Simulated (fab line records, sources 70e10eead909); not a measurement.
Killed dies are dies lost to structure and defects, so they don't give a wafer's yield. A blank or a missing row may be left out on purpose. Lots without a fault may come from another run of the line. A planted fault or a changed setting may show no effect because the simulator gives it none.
Chamber matching | flow nand_harc | NHARC_P_CONTACT_DEP_30 on pecvd-04: 3 sister chambers
The step deposits SiNx, target thk 30 nm. 3 wafers are shown with their chamber, then 12 later ones without.

WAFERS WITH THEIR CHAMBER
wafer  | chamber | heater_power_w (W)
L091.3 | 2       | 626
L092.4 | 1       | 798
L092.6 | 0       | 659

WAFERS WITHOUT THEIR CHAMBER
wafer  | heater_power_w (W)
L094.1 | 675
L094.3 | 740
L094.6 | 657
L095.1 | 758
L095.2 | 649
L095.6 | 659
L095.3 | 598
L095.4 | 630
L095.5 | 763
L096.1 | 756
L096.4 | 634
L096.6 | 686

WHICH CHAMBER EACH WENT THROUGH
wafer  | from the rows above          | in truth
L094.1 | can't be placed: 0 or 2      | 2
L094.3 | can't be placed: 1 or 0 or 2 | 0
L094.6 | can't be placed: 0 or 2      | 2
L095.1 | 1                            | 1
L095.2 | can't be placed: 0 or 2      | 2
L095.6 | can't be placed: 0 or 2      | 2
L095.3 | can't be placed: 2 or 0      | 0
L095.4 | can't be placed: 2 or 0      | 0
L095.5 | 1                            | 1
L096.1 | can't be placed: 1 or 0      | 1
L096.4 | can't be placed: 2 or 0      | 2
L096.6 | can't be placed: 0 or 2      | 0
Placed correctly: 2 of 12. Can't be placed from these rows: 10 (the true chamber is among the candidates in 10). Placed wrongly: 0.
How it was worked out, from the rows above alone: a wafer's distance from a chamber is the root of the sum, over the readings, of the square of ((its reading less the chamber's mean) divided by the reading's scatter). The wafer belongs to the nearest chamber; if the next one is less than 2 further off, it can't be placed. A chamber's mean is the mean of its shown wafers. The scatter: with one shown wafer a chamber, the root of the mean of the squares of how far each hidden wafer lies from its nearest shown one.
